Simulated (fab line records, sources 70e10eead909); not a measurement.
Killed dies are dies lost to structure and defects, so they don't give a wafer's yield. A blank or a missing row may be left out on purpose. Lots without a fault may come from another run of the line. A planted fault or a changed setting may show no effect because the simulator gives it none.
Problem report in the 8D (eight disciplines) form, filled by code | flow nand_harc | the parts of the form that need people (team, actions taken, sign-off) are left out

1. THE PROBLEM
sort_bin_3_pct at NHARC_END_SORT_01 reads a mean of 5.9 % on 2 wafers of 2 lots; wafers without a fault read 0.6 % with a standard deviation of 0.31. That is +17 standard deviations from the usual mean.
First seen on wafer L708.5, day 28 23:47, on prober-01. The record holds 13 wafers of 5 lots with a number at this step. Rule for "out", or "out of limits": more than 4 standard deviations from the usual mean. The other wafers with a number count as sound.

2. WHAT IT IS AND WHAT IT IS NOT
question                    | is                                                                                                              | is not
which readings at this step | sort_bin_3_pct, defect_limited_yield, killed_at_array, killed_dies, sort_bin_2_pct, sort_n_pass, sort_yield_pct | killed_at_periphery, killed_open, killed_short, sort_bin_4_pct
which lots                  | L708, L712                                                                                                      | L697, L702, L703
which wafers of those lots  | L708.5, L712.4                                                                                                  | L708.2, L708.6, L712.1, L712.3
read on which gauges        | prober-01, prober-02                                                                                            | -
when                        | from day 28 23:47                                                                                               | up to then (8 sound wafers); but 3 sound wafers of L708, L712 came after

3. SUSPECTS, AND WHAT RULES EACH OUT
Counting: a tool at a process step up to the reading stays a suspect if it ran every lot that is out. Sound lots after the first of them don't rule it out here, since some wafers of a struck lot are sound.
- the gauge at NHARC_END_SORT_01: ruled out. The wafers that are out were read on 2 gauges (prober-01, prober-02).
- pvd_sputter-01 at NHARC_A_M1_PRE_CLEAN_30 (time 30 s): kept. It ran every lot that is out, first L708 (day 27 13:08); its last sound lot up to then is L697 (day 22 22:57).
Left after counting: pvd_sputter-01 at NHARC_A_M1_PRE_CLEAN_30.

4. THE CAUSE (what the simulator had put in)
Chamber particle source: pvd_sputter-01, from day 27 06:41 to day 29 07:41, at NHARC_A_M1_PRE_CLEAN_30. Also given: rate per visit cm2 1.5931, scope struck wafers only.
Counting left only this tool.

5. THE CHAIN OF EFFECTS, in route order
Each row: a reading whose mean over the struck wafers that have a number lies more than 3 standard deviations from the usual. Only readings for which the record gives a usual standard deviation are gone through. hours: the time from each lot's start at the first step in this table that gives one to its start at this step, as a median over the lots. sigmas: the change in usual standard deviations.
hours | step              | reading              | usual  | on struck wafers | change | sigmas
0     | NHARC_END_SORT_01 | defect_limited_yield | 91.5 % | 78.8             | -12.7  | -5.3
0     | NHARC_END_SORT_01 | killed_at_array      | 52     | 138              | +86    | +5.3
0     | NHARC_END_SORT_01 | killed_dies          | 57     | 144              | +86    | +5.4
0     | NHARC_END_SORT_01 | sort_bin_2_pct       | 3.0 %  | 8.8              | +5.8   | +5.2
0     | NHARC_END_SORT_01 | sort_bin_3_pct       | 0.6 %  | 5.9              | +5.3   | +17
0     | NHARC_END_SORT_01 | sort_n_pass          | 620    | 534              | -86    | -5.4
0     | NHARC_END_SORT_01 | sort_yield_pct       | 91.5 % | 78.8             | -12.7  | -5.3

6. WHAT WOULD HAVE CAUGHT IT SOONER
In this record the first reading out of limits at a measuring or inspecting step was taken at day 28 23:47, 41 hours after the fault began at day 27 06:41.
Of the tool readings at NHARC_A_M1_PRE_CLEAN_30 for which the record gives a usual standard deviation, none was out on any struck wafer, so an alarm limit of 4 standard deviations on them would not have fired.
Of the lots that are out (2), L712 began NHARC_A_M1_PRE_CLEAN_30 on pvd_sputter-01 after day 28 23:47. A hold on the tool at that time would have spared it.
